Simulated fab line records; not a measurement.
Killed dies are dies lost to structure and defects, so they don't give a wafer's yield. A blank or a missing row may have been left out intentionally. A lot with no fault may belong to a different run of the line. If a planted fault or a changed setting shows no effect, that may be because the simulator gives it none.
A struck lot beside a sound one ; flow nand harc ; 15 steps out of a route of 1302
Sound: these wafers, L192.2, L192.5, L192.6. The struck wafers were L195.1, L195.4. The cause comes at the end.
Each step with rows lists, per side, the tool, then ch with its chambers, then its first start. Under that, the readings that differ: sound wafers ; struck wafers ; difference of the means ; sigmas: that difference in standard deviations of wafers without a fault.
alike: a reading whose means differ by less than 2 such deviations, as well as words and numbers matching on both sides. not compared: withheld readings; readings where some wafer has no value; bounds like >300 that might hide an equal value; numbers whose values overlap and for which the record gives no deviation.
A row with sigmas, a row that says differs or no value, or rows on one side alone: a step with any of these is where the two part. When numbers do not overlap yet have no deviation, they are printed without sigmas and do not part them. A reading that every wafer of one side lacks parts them only if that side has two wafers or more.

NHARC_P_M2_INSPECT_11:
  struck on defect inspect-02, day 13 05:57; sound on defect inspect-01, day 12 12:53
  alike: raw defect count
NHARC_P_M2_DESCUM_14: chemistry O2, time 3 s.
  sound on rie diel-03 ch 0,3, day 12 12:56; struck on rie diel-03 ch 2,3, day 13 06:01
  alike: drypump motor current A, oes product au, rf vpp V, showerhead plenum p Torr, throttle valve pct
  not compared: rf hours counter h
NHARC_P_M2_ETCH_35: etches the open film in N2/H2, target depth 40 nm, overetch 12 nm, time 43.94 s.
  sound on rie diel-03 ch 0,2,3, day 12 13:02; struck on rie diel-03 ch 1,2, day 13 06:07
  alike: drypump motor current A, oes product au, rf vpp V, showerhead plenum p Torr, throttle valve pct
  not compared: rf hours counter h
then, 1 step without rows for these wafers: NHARC_P_M2_ETCH_15 (etches the open film in C4F8/Ar, target depth 182.5 nm, time 91.2 s).
NHARC_P_M2_CD_MEAS_16:
  struck on cd sem-02, day 13 06:19; sound on cd sem-02, day 12 13:14
  alike: cd nm
NHARC_P_M2_STRIP_18: strips in N2/H2.
  sound on rie diel-05 ch 1,2, day 12 13:20; struck on rie diel-04 ch 0,2, day 13 06:25
  alike: drypump motor current A, oes product au, rf vpp V, showerhead plenum p Torr, throttle valve pct
  not compared: rf hours counter h
NHARC_P_M2_ETCH_28: etches the open film in CF4/N2, target depth 30 nm, time 72.99 s.
  sound on rie diel-05 ch 1,2; struck on rie diel-04 ch 2,3
  alike: drypump motor current A, oes product au, rf vpp V, showerhead plenum p Torr, throttle valve pct
  not compared: rf hours counter h
then, 4 steps without rows for these wafers: NHARC_P_M2_STRIP_19 (strips in post etch residue remover, time 600 s); NHARC_P_M2_DEGAS_29 (time 60 s); NHARC_P_M2_PRE_CLEAN_30 (time 30 s); NHARC_P_M2_PVD_20 (deposits TaN, target thk 5 nm, time 8.06 s).
NHARC_P_M2_PVD_21: deposits Cu, target thk 30 nm, time 20.49 s.
  sound on pvd sputter-03; struck on pvd sputter-01
  alike: cathode dc power W, throttle valve pct
NHARC_P_M2_ECD_22: material Cu, target thk 400 nm.
  sound on ecd cu-02 ch 0,1, day 12 14:23; struck on ecd cu-01 ch 1, day 13 07:26
  alike: bath temp c
then, 1 step without rows for these wafers: NHARC_P_M2_ANNEAL_31 (time 90 s).
NHARC_P_M2_CMP_23: polishes, t overpolish 20 s, target thk 144.3 nm.
  sound on cmp-01 ch 0,3, day 12 15:05; struck on cmp-01 ch 2,3, day 13 08:09
reading;sound;struck;difference;sigmas
time to endpoint s (s);30 27 30;13 15;-15;-4
  alike: edge zone pressure frac, motor current A

## WHERE THEY PART
Only at NHARC_P_M2_CMP_23, within this record.

WHY: the cause the simulator had injected
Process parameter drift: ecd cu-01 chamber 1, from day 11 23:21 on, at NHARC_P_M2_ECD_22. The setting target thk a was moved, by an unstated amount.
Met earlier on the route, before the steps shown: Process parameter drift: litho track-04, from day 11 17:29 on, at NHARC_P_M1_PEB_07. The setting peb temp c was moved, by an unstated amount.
